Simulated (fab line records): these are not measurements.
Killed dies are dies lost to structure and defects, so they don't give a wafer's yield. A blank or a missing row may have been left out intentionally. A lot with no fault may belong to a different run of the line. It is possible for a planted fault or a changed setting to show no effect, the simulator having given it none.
Split-lot study    flow n5Finfet    21 wafers read from 7 lots, route of 1938 steps

ON THE SPLIT
At N5_SD_EPI_N_ETCH_45 (etches SiOCN in CH3F/O2, target depth 6 nm), the setting targetDepthA was moved away from the recipe's 60 angstrom on 8 of the 21 wafers read, by -3.1% to +10.8%. The other wafers ran this setting at the recipe's value.

Reading taken at the split's own step.

THE READING
etch.depthNm (the simulator's own value, which no gauge read), in nm, at N5_SD_EPI_N_ETCH_45 (etches SiOCN in CH3F/O2, target depth 6 nm). No usual value for it is given in the file. Here, 13 wafers ran the recipe; their average is 5.960 nm with a standard deviation of 0.092 nm.

wafer   tool, chamber at the split  targetDepthA as run, angstrom  against the recipe  etch.depthNm, nm  against lot-mates on the recipe
L077.1  rieDiel-04, 1               65.61                          +9.3%               6.589             +0.557
L077.5  rieDiel-04, 3               60                             recipe              6.032             -
L077.6  rieDiel-04, 0               65.61                          +9.3%               6.3               +0.268
L079.1  rieDiel-05, 3               60                             recipe              5.871             -
L079.3  rieDiel-05, 2               60                             recipe              5.9               -
L079.4  rieDiel-05, 1               60                             recipe              5.881             -
L082.1  rieDiel-05, 3               66.48                          +10.8%              6.513             +0.647
L082.3  rieDiel-05, 0               60                             recipe              5.866             -
L082.6  rieDiel-05, 2               66.48                          +10.8%              6.518             +0.652
L083.1  rieDiel-03, 2               60                             recipe              5.986             -
L083.4  rieDiel-03, 3               63.62                          +6.0%               6.543             +0.577
L083.5  rieDiel-03, 2               60                             recipe              5.945             -
L086.1  rieDiel-05, 0               60                             recipe              5.878             -
L086.2  rieDiel-05, 3               60                             recipe              5.948             -
L086.3  rieDiel-05, 1               58.13                          -3.1%               5.708             -0.205
L091.1  rieDiel-03, 3               65.05                          +8.4%               6.716             +0.518
L091.2  rieDiel-03, 1               65.05                          +8.4%               6.732             +0.534
L091.5  rieDiel-03, 1               60                             recipe              6.198             -
L095.3  rieDiel-04, 3               60                             recipe              6.037             -
L095.4  rieDiel-04, 3               60                             recipe              6.031             -
L095.5  rieDiel-04, 2               60                             recipe              5.907             -

FIT RESULTS
A straight line over all 21 wafers: etch.depthNm changes by +0.0636 nm for each +1% of targetDepthA; r = +0.91; the points scatter about the line by 0.14 nm.
The same after taking each lot's own level away (the mean of its wafers on the recipe; 21 wafers): +0.0579 nm for each +1%; r = +0.95; scatter 0.088 nm.
That fit puts the effect of the largest move of targetDepthA on the reading at 0.63 nm.
Across the lots, their own levels run from 5.8660 to 6.1980 nm, a range of 3.6 times the standard deviation given above.
Consequently the slope shifts little with the lot-to-lot level, the two slopes agreeing.
Check: +0.625 nm against its lot-mates is what the line predicts for one of the wafers moved furthest among these (+10.8%) when that wafer is left out of the fit. Against them it came out at +0.647 nm.

THESE WAFERS: OTHER SPLITS
These wafers also went through other splits before the reading. Each is held against what the fit with the lots' levels taken away leaves over:
other split on the same wafers  wafers away from the commonest value  r with etch.depthNm (lot level and that fit taken away)
N5_SD_EPI_N_PEB_07 pebTimeS     6                                     -0.04

FILE'S OWN FIT
etch.depthNm changes by +0.0605 nm for each +1% of targetDepthA, r = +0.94.
